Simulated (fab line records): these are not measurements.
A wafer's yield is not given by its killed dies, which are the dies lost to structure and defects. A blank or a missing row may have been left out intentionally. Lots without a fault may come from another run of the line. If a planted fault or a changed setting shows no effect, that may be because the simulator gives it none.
Problem report in the 8D (eight disciplines) form, filled by code ; flow n5Finfet ; the parts of the form that need people (team, actions taken, sign-off) are left out

## 1. THE ISSUE
Mean of spinSpeedRpm at N5_BEOL_M15_COAT_22: 1492.7 rpm across 9 wafers in 3 lots; on wafers with no fault it is 1704.0 rpm (standard deviation 1.1). That is -99 or more standard deviations from the usual mean.
The step: resist thk 800 nm.
The first sign was on wafer L180.2 at day 16 04:01, on lithoTrack-02. Wafers with a number at this step in the record: 15, from 5 lots. The rule behind "out" and "out of limits": a value lying over 4 standard deviations away from the usual mean. The rest of the wafers with a number are treated as sound.

## 2. WHAT IT IS; WHAT IT IS NOT
question;is;is not
which readings at this step;spinSpeedRpm;-
which lots;L180, L181, L182;L162, L169
which wafers of those lots;all that have a number;-
read on which tools;lithoTrack-02;-
when;from day 16 04:01;up to then (6 sound wafers)

## 3. SUSPECTS, AND WHAT RULES EACH OUT
Counting: any tool at a process step up to the reading is kept as a suspect provided that every lot that is out went through it and no sound lot did after the first of them.
- lithoTrack-02 at N5_BEOL_M15_COAT_22 (resist thk 800 nm): kept. All lots that are out passed through it, beginning with L180 at day 16 04:01, and no sound lot followed; its final sound lot before that point was L169 at day 13 17:59. Its own readings are out on those wafers: spinSpeedRpm.
The count leaves lithoTrack-02 at N5_BEOL_M15_COAT_22.

## 4. THE CAUSE (what the simulator had put in)
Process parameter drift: lithoTrack-02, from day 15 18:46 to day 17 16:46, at N5_BEOL_M15_COAT_22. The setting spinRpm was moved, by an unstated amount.
After counting, this tool was the only one left.

## 5. SEQUENCE OF EFFECTS, ordered by route
Each row: a reading where the mean over the struck wafers with a number is more than 3 standard deviations away from the usual. Only readings whose record carries a usual standard deviation are examined. hours: median over the lots of the time between each lot's start at the first step of this table that gives one and its start at this step. sigmas: the change, counted in usual standard deviations.
hours;step;reading;usual;on struck wafers;change;sigmas
0;N5_BEOL_M15_COAT_22;spinSpeedRpm;1704.0 rpm;1492.7;-211.3;-99 or more
It contains these process steps:
- N5_BEOL_M15_COAT_22: resist thk 800 nm.

## 6. HOW IT WOULD HAVE BEEN CAUGHT EARLIER
9 hours passed between the start of the fault at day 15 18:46 and the first reading out of limits in this record, taken at day 16 04:01.
